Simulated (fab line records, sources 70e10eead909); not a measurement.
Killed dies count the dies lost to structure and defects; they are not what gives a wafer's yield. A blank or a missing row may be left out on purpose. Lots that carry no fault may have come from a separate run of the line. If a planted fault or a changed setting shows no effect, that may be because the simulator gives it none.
fab line records ; flow nand-harc
[record] lots = 6; wafers = 18; last-day = 24
route steps=1159 shown A_ONON_D1@438 A_CHANNEL_HOLE_D1@450
lots with no fault: from the same line, run without faults
start-h: hours from the record's opening day to when the first of the lot's shown wafers began ; wait-h: hours from the lot's prior step to this one ; " same as the row above ; L1.1+2: a row that stands for several wafers ; - either no value or no given start ; * or withheld: withheld ; < > ~ a bound
route shown NAME@n: NAME is a module with steps in the file, n the number in the route of the first one ; usual: mean/standard deviation of fault-free wafers ; same: alike in all rows ; chamber/n: place in a boat ; sites: each site's reading ; _std_site: the standard deviation of these ; _edge_site: inner sites' mean taken away from outer sites' mean ; radius-mm: for every site, how far away it sits from the centre of the wafer ; mask NAME#n: copy n ; behind: the most recent tool/chamber to have shaped the wafer ; hold: why the lot was held/for how many hours/how that ended ; device: transistor that didn't switch, given as n, p or np ; end of line: tests of these same wafers at the route's end ; step lacking rows: just its recipe ; killed: the dies lost at the first sort to structure and to defects; this is not the yield of the wafer ; map: the dies of a wafer, with x for killed, . for not killed, _ for no die there
set.NAME: the setting as run; set.NAME@STEP: as run at that earlier step ; model.NAME: the simulator's own value behind a step, which no gauge read
lots at selected steps of the route; one table per step, one row per wafer
services: from which hour (start-h, from the record's first day; less than 0 if before it) a tool's chamber was out of use, for how many hours, and why
[[steps]]
[step NHARC_A_ONON_D1_DEP_19]
[recipe] target-thk-a = 10000; n2-flow-sccm = 2750; n2o-flow-sccm = 2000; nh3-flow-sccm = 500; sih4-flow-sccm = 210; temp-c = 400
[step NHARC_A_ONON_D1_THK_MEAS_21]
[recipe] thk-meas-gauge = ellipsometry
[usual] thk-nm = 1000/11
lot.wafer;tool;chamber;start-h;wait-h;thk-nm
L114.1;film-metro-01;-;166.30;-;1002
L114.5;film-metro-01;-;166.30;-;1001
L114.6;film-metro-01;-;166.30;-;1002
L115.1;film-metro-02;-;183.20;-;1004
L115.2;film-metro-02;-;183.20;-;1005
L115.6;film-metro-02;-;183.20;-;1004
L117.1;film-metro-01;-;197.09;-;1002
L117.3;film-metro-01;-;197.09;-;1004
L117.4;film-metro-01;-;197.09;-;1001
L118.1;film-metro-02;-;197.09;-;997
L118.2;film-metro-02;-;197.09;-;996
L118.3;film-metro-02;-;197.09;-;996
L132.1;film-metro-02;-;278.04;-;986
L132.2;film-metro-02;-;278.04;-;989
L132.5;film-metro-02;-;278.04;-;989
L133.2;film-metro-02;-;289.12;-;1009
L133.5;film-metro-02;-;289.12;-;1006
L133.6;film-metro-02;-;289.12;-;1006
[step NHARC_A_ONON_D1_DEP_22]
[recipe] target-thk-a = 10000; n2-flow-sccm = 2750; n2o-flow-sccm = 2000; nh3-flow-sccm = 500; sih4-flow-sccm = 210; temp-c = 400
[step NHARC_A_ONON_D1_THK_MEAS_24]
[recipe] thk-meas-gauge = ellipsometry
[usual] thk-nm = 1000/13
lot.wafer;tool;chamber;start-h;wait-h;thk-nm
L114.1;film-metro-01;-;166.87;-;999
L114.5;film-metro-01;-;166.87;-;997
L114.6;film-metro-01;-;166.87;-;999
L115.1;film-metro-02;-;183.76;-;987
L115.2;film-metro-02;-;183.76;-;988
L115.6;film-metro-02;-;183.76;-;989
L118.1;film-metro-01;-;197.65;-;1017
L118.2;film-metro-01;-;197.65;-;1017
L118.3;film-metro-01;-;197.65;-;1016
L117.1;film-metro-01;-;197.66;-;1006
L117.3;film-metro-01;-;197.66;-;1006
L117.4;film-metro-01;-;197.66;-;1007
L132.1;film-metro-01;-;278.61;-;997
L132.2;film-metro-01;-;278.61;-;996
L132.5;film-metro-01;-;278.61;-;996
L133.2;film-metro-02;-;289.69;-;1010
L133.5;film-metro-02;-;289.69;-;1010
L133.6;film-metro-02;-;289.69;-;1012
[step NHARC_A_ONON_D1_DEP_25]
[recipe] target-thk-a = 10000; n2-flow-sccm = 2750; n2o-flow-sccm = 2000; nh3-flow-sccm = 500; sih4-flow-sccm = 210; temp-c = 400
[step NHARC_A_ONON_D1_THK_MEAS_27]
[recipe] thk-meas-gauge = ellipsometry
[usual] thk-nm = 1002/9
lot.wafer;tool;chamber;start-h;wait-h;thk-nm
L114.1;film-metro-02;-;167.43;-;1006
L114.5;film-metro-02;-;167.43;-;1006
L114.6;film-metro-02;-;167.43;-;1006
L115.1;film-metro-02;-;184.33;-;993
L115.2;film-metro-02;-;184.33;-;993
L115.6;film-metro-02;-;184.33;-;996
L118.1;film-metro-01;-;198.22;-;1022
L118.2;film-metro-01;-;198.22;-;1021
L118.3;film-metro-01;-;198.22;-;1021
L117.1;film-metro-02;-;198.22;-;989
L117.3;film-metro-02;-;198.22;-;990
L117.4;film-metro-02;-;198.22;-;991
L132.1;film-metro-01;-;279.17;-;997
L132.2;film-metro-01;-;279.17;-;999
L132.5;film-metro-01;-;279.17;-;997
L133.2;film-metro-01;-;290.26;-;999
L133.5;film-metro-01;-;290.26;-;999
L133.6;film-metro-01;-;290.26;-;1000
[step NHARC_A_ONON_D1_DEP_28]
[recipe] target-thk-a = 10000; n2-flow-sccm = 2750; n2o-flow-sccm = 2000; nh3-flow-sccm = 500; sih4-flow-sccm = 210; temp-c = 400
[step NHARC_A_ONON_D1_THK_MEAS_30]
[recipe] thk-meas-gauge = ellipsometry
[usual] thk-nm = 1000/9.8
lot.wafer;tool;chamber;start-h;wait-h;thk-nm
L114.1;film-metro-01;-;167.99;-;1005
L114.5;film-metro-01;-;167.99;-;1006
L114.6;film-metro-01;-;167.99;-;1004
L115.1;film-metro-02;-;184.90;-;1007
L115.2;film-metro-02;-;184.90;-;1008
L115.6;film-metro-02;-;184.90;-;1008
L118.1;film-metro-02;-;198.78;-;1024
L118.2;film-metro-02;-;198.78;-;1024
L118.3;film-metro-02;-;198.78;-;1023
L117.1;film-metro-01;-;198.79;-;1002
L117.3;film-metro-01;-;198.79;-;1002
L117.4;film-metro-01;-;198.79;-;1000
L132.1;film-metro-02;-;279.74;-;997
L132.2;film-metro-02;-;279.74;-;997
L132.5;film-metro-02;-;279.74;-;996
L133.2;film-metro-02;-;290.82;-;988
L133.5;film-metro-02;-;290.82;-;987
L133.6;film-metro-02;-;290.82;-;987
[step NHARC_A_ONON_D1_DEP_33]
[recipe] target-thk-a = 2000; temp-c = 400; pressure-torr = 6.5; rf-w = 900; teos-flow-sccm = 161.4; flow-sccm = 2650; target-thk-nm = 200; gas = O2; material = SiO2
[usual] heater-power-w = 504/69; throttle-valve-pct = 15.8/0.59
lot.wafer;tool;chamber;start-h;wait-h;heater-power-w;throttle-valve-pct
L114.1;pecvd-03;0;168.05;0.1;544;15.2
L114.5;pecvd-03;0;168.05;0.1;561;15.0
L114.6;pecvd-03;2;168.05;0.1;511;16.9
L115.2;pecvd-03;0;185.00;0.1;533;15.2
L115.1;pecvd-03;1;185.00;0.1;449;15.5
L115.6;pecvd-03;1;185.00;0.1;470;15.6
L118.1;pecvd-01;0;198.84;0.1;370;16.8
L118.3;pecvd-01;1;198.84;0.1;547;15.6
L118.2;pecvd-01;2;198.84;0.1;492;15.8
L117.3;pecvd-03;0;198.85;0.1;528;15.3
L117.1;pecvd-03;1;198.85;0.1;458;15.6
L117.4;pecvd-03;1;198.85;0.1;478;15.9
L132.1;pecvd-01;1;279.80;0.1;568;15.6
L132.2;pecvd-01;2;279.80;0.1;557;15.9
L132.5;pecvd-01;0;279.80;0.1;397;16.6
L133.2;pecvd-04;0;290.88;0.1;479;15.9
L133.6;pecvd-04;0;290.88;0.1;475;15.9
L133.5;pecvd-04;1;290.88;0.1;567;15.7
[step NHARC_A_ONON_D1_THK_MEAS_34]
[recipe] thk-meas-gauge = ellipsometry
[usual] thk-nm = 200.1/2.9
lot.wafer;tool;chamber;start-h;wait-h;thk-nm
L114.1;film-metro-01;-;168.46;-;196.0
L114.5;film-metro-01;-;168.46;-;201.5
L114.6;film-metro-01;-;168.46;-;202.0
L115.1;film-metro-01;-;185.37;-;199.9
L115.2;film-metro-01;-;185.37;-;200.1
L115.6;film-metro-01;-;185.37;-;206.4
L118.1;film-metro-02;-;199.25;-;194.7
L118.2;film-metro-02;-;199.25;-;196.1
L118.3;film-metro-02;-;199.25;-;197.9
L117.1;film-metro-01;-;199.26;-;196.0
L117.3;film-metro-01;-;199.26;-;197.4
L117.4;film-metro-01;-;199.26;-;201.7
L132.1;film-metro-01;-;280.21;-;198.1
L132.2;film-metro-01;-;280.21;-;199.0
L132.5;film-metro-01;-;280.21;-;202.5
L133.2;film-metro-01;-;291.30;-;196.9
L133.5;film-metro-01;-;291.30;-;204.9
L133.6;film-metro-01;-;291.30;-;203.6
[step NHARC_A_ONON_D1_INSPECT_32]
[usual] raw-defect-count = 74/27
lot.wafer;tool;chamber;start-h;wait-h;raw-defect-count
L114.1;defect-inspect-02;-;168.55;0.0;65
L114.5;defect-inspect-02;-;168.55;0.0;50
L114.6;defect-inspect-02;-;168.55;0.0;50
L115.1;defect-inspect-02;-;185.43;0.0;66
L115.2;defect-inspect-02;-;185.43;0.0;92
L115.6;defect-inspect-02;-;185.43;0.0;67
L118.1;defect-inspect-01;-;199.31;0.0;51
L118.2;defect-inspect-01;-;199.31;0.0;49
L118.3;defect-inspect-01;-;199.31;0.0;38
L117.1;defect-inspect-02;-;199.32;0.0;91
L117.3;defect-inspect-02;-;199.32;0.0;63
L117.4;defect-inspect-02;-;199.32;0.0;90
L132.1;defect-inspect-02;-;280.28;0.0;75
L132.2;defect-inspect-02;-;280.28;0.0;76
L132.5;defect-inspect-02;-;280.28;0.0;54
L133.2;defect-inspect-02;-;291.36;0.0;94
L133.5;defect-inspect-02;-;291.36;0.0;101
L133.6;defect-inspect-02;-;291.36;0.0;126
[step NHARC_A_CHANNEL_HOLE_D1_DEP_00]
[recipe] target-thk-a = 31000; temp-c = 400; material = aC
[usual] throttle-valve-pct = 35.000/0.0091
lot.wafer;tool;chamber;start-h;wait-h;throttle-valve-pct
L114.1;acl-dep-01;0;168.61;0.1;34.987
L114.5;acl-dep-01;0;169.89;1.3;34.995
L114.6;acl-dep-01;0;169.89;1.3;35.001
L115.1;acl-dep-01;0;186.23;0.8;35.003
L115.2;acl-dep-01;0;186.23;0.8;35.006
L115.6;acl-dep-01;0;187.81;2.4;34.998
L118.1;acl-dep-02;0;199.51;0.2;34.986
L118.2;acl-dep-02;0;199.51;0.2;34.993
L118.3;acl-dep-02;0;199.51;0.2;35.003
L118.1;acl-dep-03;0;202.10;2.3;34.982
L118.2;acl-dep-03;0;202.10;2.3;35.008
L118.3;acl-dep-03;0;202.10;2.3;35.020
L117.1;acl-dep-03;0;200.20;0.9;35.004
L117.3;acl-dep-03;0;200.20;0.9;34.996
L117.4;acl-dep-03;0;200.20;0.9;35.017
L117.1;acl-dep-03;0;202.33;1.8;34.992
L117.3;acl-dep-03;0;202.33;1.8;34.989
L117.4;acl-dep-03;0;202.33;1.8;35.003
L132.1;acl-dep-03;0;282.97;2.7;35.018
L132.2;acl-dep-03;0;282.97;2.7;35.014
L132.5;acl-dep-03;0;282.97;2.7;35.003
L133.2;acl-dep-02;0;291.75;0.4;35.000
L133.5;acl-dep-02;0;291.75;0.4;34.995
L133.6;acl-dep-02;0;291.75;0.4;35.013
[step NHARC_A_CHANNEL_HOLE_D1_DEP_01]
[recipe] target-thk-a = 1400; target-thk-nm = 140; temp-c = 400; pressure-torr = 3.5; flow-sccm = 200; rf-w = 350; material = SiON
[usual] heater-power-w = 722/92
lot.wafer;tool;chamber;start-h;wait-h;heater-power-w
L114.1;pecvd-02;0;170.54;1.6;575
L114.6;pecvd-02;1;170.54;1.6;726
L114.5;pecvd-02;2;170.54;1.6;967
L115.1;pecvd-02;2;188.14;1.6;937
L115.2;pecvd-02;1;188.14;1.6;818
L115.6;pecvd-02;0;188.14;1.6;590
L118.1;pecvd-03;0;204.01;1.6;824
L118.3;pecvd-03;1;204.01;1.6;648
L118.2;pecvd-03;2;204.01;1.6;697
L117.3;pecvd-01;0;204.25;1.0;607
L117.1;pecvd-01;1;204.25;1.0;790
L117.4;pecvd-01;0;204.25;1.0;595
L132.2;pecvd-03;0;284.89;1.3;764
L132.1;pecvd-03;2;284.89;1.3;719
L132.5;pecvd-03;2;284.89;1.3;587
L133.2;pecvd-01;1;293.39;1.3;768
L133.5;pecvd-01;0;293.39;1.3;631
L133.6;pecvd-01;1;293.39;1.3;772
[[services]]
tool;chamber;start-h;hours;kind
pecvd-02;-;153.13;13.0;pm
pecvd-02;0;153.13;13.0;vent-cycle
pecvd-02;1;153.13;13.0;vent-cycle
pecvd-02;2;153.13;13.0;vent-cycle
pecvd-03;-;154.35;5.4;repair
pecvd-02;0;166.13;-;clean
pecvd-02;1;166.13;-;clean
acl-dep-02;-;169.34;13.0;pm
pecvd-04;-;195.48;13.0;pm
acl-dep-03;-;225.09;13.0;pm
pecvd-04;1;229.94;5.4;repair
pecvd-01;-;237.51;13.0;pm
pecvd-01;0;237.51;13.0;vent-cycle
pecvd-01;1;237.51;13.0;vent-cycle
pecvd-01;2;237.51;13.0;vent-cycle
pecvd-02;2;245.24;9.3;repair
pecvd-01;0;250.51;-;clean
pecvd-01;1;250.51;-;clean
pecvd-01;2;250.51;-;clean
pecvd-01;-;269.32;0.5;repair
pecvd-03;-;292.07;13.0;pm
pecvd-03;0;292.07;13.0;vent-cycle
pecvd-03;1;292.07;13.0;vent-cycle
pecvd-03;2;292.07;13.0;vent-cycle
[[key]]
[first-sign] step = NHARC_A_CHANNEL_HOLE_D1_DEP_00; reading = visit; direction = added
effect none on later readings
met-at NHARC_A_CHANNEL_HOLE_D1_DEP_00
struck-wafers L117.1,L117.3,L117.4,L118.1,L118.2,L118.3
later-rows-left-out L117.1,L117.3,L117.4,L118.1,L118.2,L118.3
sort-left-out L117.1,L117.3,L117.4,L118.1,L118.2,L118.3
tester-left-out L117,L118
[fault] kind = repeated-step-whole; tool = acl-dep-01,acl-dep-02,acl-dep-03; chamber = -; onset-h = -; steps = NHARC_A_CHANNEL_HOLE_D1_DEP_00; times = 1; scope = struck-lots-only
// tester-left-out: of these lots the tester's yield and bins aren't shown, on N5 and GAA mostly nor the transistor test; their killed dies are dies lost to structure and defects alone, not to doping, threshold or leakage, so they don't give the yield
// sort-left-out: the simulated sort isn't trusted on such a fault, so these wafers' sort isn't shown, and their yield isn't known
// later-rows-left-out: the simulator's readings of these wafers behind a module that went badly wrong aren't trusted and aren't shown, but for the sort
